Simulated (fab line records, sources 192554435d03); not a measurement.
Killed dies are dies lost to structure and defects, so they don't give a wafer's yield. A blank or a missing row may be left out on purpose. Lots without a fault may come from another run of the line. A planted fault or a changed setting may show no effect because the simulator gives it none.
Which tool did it? | flow n5_finfet | 15 lots, 45 wafers sampled, at 5 steps of a route of 1938

WHAT THE GAUGES READ, wafer by wafer
N5_BEOL_M8_OVL_MEAS_12.
lot  | measured     | on         | M8_OVL (nm)
L938 | day 10 07:23 | overlay-01 | 0.2 -0.9 0.4
L941 | day 11 16:27 | overlay-01 | -0.4 0.1 0.5
L942 | day 12 13:40 | overlay-02 | -1.4 -0.9 -0.6
L943 | day 12 17:49 | overlay-01 | 0.2 1.3 1.5
L945 | day 14 14:56 | overlay-02 | -1.2 -0.6 0.2
L947 | day 15 13:28 | overlay-02 | -1.0 -1.2 -0.8
L948 | day 15 13:52 | overlay-01 | -0.6 -0.9 0.2
L949 | day 15 21:49 | overlay-01 | -0.2 -0.7 0.4
L954 | day 16 21:02 | overlay-02 | 0.9 0.1 0.2
L952 | day 17 06:32 | overlay-01 | 0.0 0.4 0.7
L959 | day 17 21:12 | overlay-02 | -0.2 0.9 0.1
L961 | day 17 21:45 | overlay-02 | 0.6 1.2 -0.3
L955 | day 18 01:39 | overlay-02 | -1.2 -0.2 0.4
L958 | day 18 20:34 | overlay-01 | 0.3 -0.1 0.1
L957 | day 18 21:05 | overlay-02 | 0.3 -1.0 0.2

N5_BEOL_M8_CD_MEAS_18: pitch 80 nm, target cd 40 nm.
lot  | measured     | on        | cd_nm (nm)
L938 | day 10 07:54 | cd_sem-02 | 40.2 40.1 40.0
L941 | day 11 16:58 | cd_sem-01 | 40.9 40.2 40.9
L942 | day 12 14:13 | cd_sem-02 | 40.3 38.8 40.0
L943 | day 12 18:20 | cd_sem-03 | 40.8 40.4 40.1
L945 | day 14 15:27 | cd_sem-01 | 38.8 39.3 39.7
L947 | day 15 13:59 | cd_sem-01 | - - -
L948 | day 15 14:23 | cd_sem-01 | - - -
L949 | day 15 22:26 | cd_sem-03 | - - -
L954 | day 16 21:53 | cd_sem-03 | 40.0 40.5 41.2
L952 | day 17 07:10 | cd_sem-02 | 39.6 39.8 40.0
L959 | day 17 21:58 | cd_sem-01 | 39.8 39.9 40.3
L961 | day 17 22:32 | cd_sem-02 | 39.9 40.1 40.0
L955 | day 18 02:29 | cd_sem-02 | 39.6 39.3 40.8
L958 | day 18 21:10 | cd_sem-03 | 39.8 40.3 40.0
L957 | day 18 21:36 | cd_sem-03 | 40.1 39.4 39.8

WHICH TOOL RAN EACH LOT (tool, then ch and the chambers of the sampled wafers, then the start)
lot  | N5_BEOL_M7_CMP_52             | N5_BEOL_M8_HM_OPEN_17             | N5_BEOL_M8_STRIP_19
L938 | cmp-01 ch 2,3, day 10 05:35   | rie_metal-01 ch 0,1, day 10 07:43 | rie_diel-05 ch 0,1,2, day 10 07:50
L941 | cmp-02 ch 1,2,3, day 11 13:30 | rie_metal-02 ch 0,1, day 11 16:47 | rie_diel-05 ch 0,2, day 11 16:53
L942 | cmp-03 ch 2,3, day 12 11:42   | rie_metal-02 ch 0,1, day 12 14:03 | rie_diel-02 ch 0,1,3, day 12 14:08
L943 | cmp-03 ch 1,2,3, day 12 16:06 | rie_metal-01 ch 0,1, day 12 18:09 | rie_diel-04 ch 1,2,3, day 12 18:16
L945 | cmp-01 ch 1,2,3, day 14 12:35 | rie_metal-03 ch 0,1, day 14 15:16 | rie_diel-05 ch 0,1,3, day 14 15:23
L947 | cmp-01 ch 0,1,2, day 15 09:59 | rie_metal-01 ch 0,1, day 15 13:48 | rie_diel-04 ch 0,1,3, day 15 13:55
L948 | cmp-02 ch 0,3, day 15 11:08   | rie_metal-03 ch 0,1, day 15 14:14 | rie_diel-02 ch 1,2, day 15 14:19
L949 | cmp-03 ch 0,1,3, day 15 19:41 | rie_metal-01 ch 0, day 15 22:09   | rie_diel-04 ch 1,2,3, day 15 22:22
L954 | cmp-02 ch 2,3, day 16 19:19   | rie_metal-03 ch 0,1, day 16 21:26 | rie_diel-05 ch 1,3, day 16 21:49
L952 | cmp-02 ch 1,2,3, day 17 04:02 | rie_metal-03 ch 0,1, day 17 06:52 | rie_diel-02 ch 0,2,3, day 17 07:06
L959 | cmp-02 ch 1,2,3, day 17 16:06 | rie_metal-02 ch 0,1, day 17 21:40 | rie_diel-02 ch 0,3, day 17 21:53
L961 | cmp-02 ch 0,2,3, day 17 16:52 | rie_metal-03 ch 1, day 17 22:19   | rie_diel-04 ch 1,2,3, day 17 22:27
L955 | cmp-03 ch 1,2,3, day 17 22:56 | rie_metal-03 ch 1, day 18 02:13   | rie_diel-04 ch 1,2,3, day 18 02:25
L958 | cmp-02 ch 2,3, day 18 17:46   | rie_metal-03 ch 0,1, day 18 20:59 | rie_diel-05 ch 0,3, day 18 21:06
L957 | cmp-03 ch 0,1,3, day 18 18:57 | rie_metal-03 ch 0,1, day 18 21:25 | rie_diel-04 ch 0,2,3, day 18 21:32
- N5_BEOL_M7_CMP_52: polishes, stops on SiCOH lowk, t overpolish 6.9 s, target thk 80 nm.
- N5_BEOL_M8_HM_OPEN_17: chemistry Cl2/BCl3, target TiN, target depth 20 nm, overetch 6 nm.
- N5_BEOL_M8_STRIP_19: strips in O2.

WHAT THE TOOLS THEMSELVES READ (means of the sampled wafers that have a number; where no wafer has one, the mark that the record gives instead)
N5_BEOL_M7_CMP_52.
lot  | tool   | barrier_field_endpoint_s (s) | motor_current_A (A) | overpolish_run_s (s) | platen_rpm (rpm) | retaining_ring_pressure_frac | slurry_flow_ml_min | time_to_endpoint_s (s)
L938 | cmp-01 | 28.2                         | 6.9                 | 6.895                | 50.02            | 1.005                        | 150.7              | 61
L941 | cmp-02 | 28.7                         | 6.0                 | 6.902                | 50.01            | 1.001                        | 150.4              | 68
L942 | cmp-03 | 28.7                         | 5.8                 | 6.891                | 49.98            | 1.002                        | 150.2              | 60
L943 | cmp-03 | 28.4                         | 6.2                 | 6.908                | 50.00            | 1.001                        | 150.0              | 59
L945 | cmp-01 | 28.9                         | 6.1                 | 6.904                | 50.00            | 1.002                        | 150.2              | 63
L947 | cmp-01 | 29.4                         | 5.9                 | 6.900                | 50.00            | 1.001                        | 150.1              | 67
L948 | cmp-02 | 28.9                         | 5.2                 | 6.899                | 49.96            | 0.995                        | 149.6              | 65
L949 | cmp-03 | 28.9                         | 6.1                 | 6.896                | 50.02            | 1.007                        | 150.2              | 59
L954 | cmp-02 | 29.1                         | 5.9                 | 6.905                | 49.99            | 1.004                        | 149.5              | 60
L952 | cmp-02 | 28.8                         | 5.9                 | 6.902                | 50.00            | 1.000                        | 149.7              | 63
L959 | cmp-02 | 28.6                         | 6.1                 | 6.898                | 50.02            | 1.001                        | 150.0              | 61
L961 | cmp-02 | 29.1                         | 5.9                 | 6.898                | 50.02            | 0.995                        | 150.1              | 63
L955 | cmp-03 | 28.7                         | 6.0                 | 6.906                | 50.02            | 0.999                        | 149.9              | 67
L958 | cmp-02 | 28.6                         | 6.3                 | 6.898                | 50.03            | 0.998                        | 150.1              | 60
L957 | cmp-03 | 29.9                         | 6.1                 | 6.897                | 49.99            | 0.995                        | 150.8              | 68

N5_BEOL_M8_HM_OPEN_17.
lot  | tool         | bcl3_flow_sccm (sccm) | bias_w (W) | drypump_motor_current_A (A) | oes_product_au (a.u.) | throttle_valve_pct (%)
L938 | rie_metal-01 | 21.79                 | 125.7      | 5.76                        | 0.56                  | 22.25
L941 | rie_metal-02 | 21.77                 | 126.1      | 6.04                        | 0.70                  | 22.12
L942 | rie_metal-02 | 21.68                 | 126.3      | 6.05                        | 0.69                  | 22.15
L943 | rie_metal-01 | 21.76                 | 125.7      | 5.77                        | 0.54                  | 22.27
L945 | rie_metal-03 | 21.76                 | 126.1      | 5.35                        | 0.59                  | 22.14
L947 | rie_metal-01 | -                     | -          | -                           | -                     | -
L948 | rie_metal-03 | -                     | -          | -                           | -                     | -
L949 | rie_metal-01 | -                     | -          | -                           | -                     | -
L954 | rie_metal-03 | 21.75                 | 126.2      | 5.37                        | 0.58                  | 22.16
L952 | rie_metal-03 | 21.79                 | 126.0      | 5.40                        | 0.62                  | 22.19
L959 | rie_metal-02 | 21.70                 | 125.7      | 5.84                        | 0.71                  | 22.10
L961 | rie_metal-03 | 21.73                 | 126.2      | 5.46                        | 0.66                  | 22.22
L955 | rie_metal-03 | 21.73                 | 126.2      | 5.45                        | 0.65                  | 22.23
L958 | rie_metal-03 | 21.69                 | 126.1      | 5.37                        | 0.76                  | 22.04
L957 | rie_metal-03 | 21.71                 | 125.6      | 5.35                        | 0.76                  | 22.05

N5_BEOL_M8_STRIP_19.
lot  | tool        | drypump_motor_current_A (A) | o2_flow_sccm (sccm) | oes_product_au (a.u.) | rf_vpp_V (V) | showerhead_plenum_p_Torr (Torr) | throttle_valve_pct (%)
L938 | rie_diel-05 | 5.8                         | 224.6               | 0.83                  | 4.3          | 2.18                            | 16.69
L941 | rie_diel-05 | 6.1                         | 225.3               | 0.81                  | 3.6          | 2.14                            | 16.77
L942 | rie_diel-02 | 5.7                         | 224.9               | 0.71                  | 3.6          | 2.05                            | 16.80
L943 | rie_diel-04 | 5.2                         | 225.1               | 0.82                  | 3.9          | 2.08                            | 16.73
L945 | rie_diel-05 | 6.1                         | 224.6               | 0.79                  | 2.6          | 2.17                            | 16.67
L947 | rie_diel-04 | 5.6                         | 225.2               | 0.86                  | 3.4          | 2.13                            | 16.66
L948 | rie_diel-02 | 5.8                         | 225.6               | 0.71                  | 3.7          | 2.17                            | 16.79
L949 | rie_diel-04 | 5.3                         | 225.1               | 0.88                  | 3.5          | 2.07                            | 16.59
L954 | rie_diel-05 | 5.8                         | 225.2               | 0.80                  | 3.7          | 2.20                            | 16.65
L952 | rie_diel-02 | 5.6                         | 225.1               | 0.82                  | 4.1          | 2.13                            | 16.69
L959 | rie_diel-02 | 5.6                         | 225.3               | 0.80                  | 3.4          | 2.07                            | 16.75
L961 | rie_diel-04 | 5.3                         | 224.9               | 0.86                  | 3.3          | 2.07                            | 16.61
L955 | rie_diel-04 | 5.3                         | 224.6               | 0.86                  | 3.3          | 2.07                            | 16.61
L958 | rie_diel-05 | 6.4                         | 224.9               | 0.87                  | 2.9          | 2.13                            | 16.62
L957 | rie_diel-04 | 5.5                         | 225.1               | 0.87                  | 4.2          | 2.13                            | 16.53

THE ANSWER, worked out from the rows above alone
Rule: what is usual is taken from the lots themselves. Put in order of their means at a reading, lots are off if they are a third of the lots or fewer, leave a main group of 4 or more, and stand apart from it by a gap of 3 or more times the standard deviation of the main group's means; of several such gaps the widest counts. A main group whose means are all the same, to the digits that the tables above print for the reading, isn't used. A lot without any number at a reading at which 4 lots or more have one is off too. The other lots that the step has rows for count as sound. The gauges are gone through in route order, then the tools' own readings, and for those a lot's mean is taken as printed above. The first step at which some lot is off is used, and at that step the reading that is off furthest; a lot without a number counts as furthest.
Off: L947, L948, L949, at N5_BEOL_M8_CD_MEAS_18 (cd_nm). Without a number there: L947, L948, L949. The main group: mean 40.0 nm, standard deviation 0.38.
A tool fits if, at a process step before that reading, it ran every lot that is off, and no sound lot after the first of them. The gauges at N5_BEOL_M8_CD_MEAS_18 aren't tried: what is off there is off at N5_BEOL_M8_HM_OPEN_17 too, on other tools, and a gauge's error can't cause that. None of those tried fits.

WHAT THE SIMULATOR HAD PUT IN
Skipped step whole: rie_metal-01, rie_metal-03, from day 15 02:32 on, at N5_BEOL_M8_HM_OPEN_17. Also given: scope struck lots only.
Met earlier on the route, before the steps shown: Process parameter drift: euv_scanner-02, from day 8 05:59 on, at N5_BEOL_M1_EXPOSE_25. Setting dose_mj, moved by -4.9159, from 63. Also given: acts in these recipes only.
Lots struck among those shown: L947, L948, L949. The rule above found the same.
